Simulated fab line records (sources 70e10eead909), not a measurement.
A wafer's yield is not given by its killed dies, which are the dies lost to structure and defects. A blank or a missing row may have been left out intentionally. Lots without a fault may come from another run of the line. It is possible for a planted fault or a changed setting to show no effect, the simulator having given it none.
Matching of chambers / flow nand-harc / NHARC_A_CONTACT_DEP_58 on pecvd-02 has 3 sister chambers
The step deposits SiON, target thk 90 nm. 3 wafers are shown with their chamber, then 8 later ones without.

== WAFERS WITH THEIR CHAMBER ==
wafer=L093.1; chamber=1; heater-power-w (W)=885
wafer=L093.3; chamber=0; heater-power-w (W)=657
wafer=L094.1; chamber=2; heater-power-w (W)=607

== WAFERS MISSING THEIR CHAMBER ==
wafer=L094.2; heater-power-w (W)=664
wafer=L094.4; heater-power-w (W)=671
wafer=L095.2; heater-power-w (W)=570
wafer=L095.3; heater-power-w (W)=702
wafer=L095.6; heater-power-w (W)=996
wafer=L097.2; heater-power-w (W)=1015
wafer=L097.3; heater-power-w (W)=572
wafer=L097.6; heater-power-w (W)=558

== WHICH CHAMBER EACH WENT THROUGH ==
wafer=L094.2; from the rows above=can't be placed: 0 or 2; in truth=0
wafer=L094.4; from the rows above=can't be placed: 0 or 2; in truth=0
wafer=L095.2; from the rows above=can't be placed: 2 or 0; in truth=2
wafer=L095.3; from the rows above=can't be placed: 0 or 2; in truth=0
wafer=L095.6; from the rows above=1; in truth=1
wafer=L097.2; from the rows above=1; in truth=1
wafer=L097.3; from the rows above=can't be placed: 2 or 0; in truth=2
wafer=L097.6; from the rows above=can't be placed: 2 or 0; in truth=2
2 of 8 placed correctly. Cannot be placed on the basis of these rows: 6; the candidates contain the true chamber in 6. 0 placed wrongly.
How it was worked out, from the rows above alone: a wafer's distance from a chamber is the root of the sum, over the readings, of the square of ((its reading less the chamber's mean) divided by the reading's scatter). If the next closest chamber is less than 2 further off than the closest, the wafer can't be placed; otherwise it belongs to the closest. For every chamber, the mean is computed from those of its wafers that are shown. The scatter (one wafer shown for each chamber): square how far every hidden wafer sits from the nearest shown wafer, average those squares and take the square root.
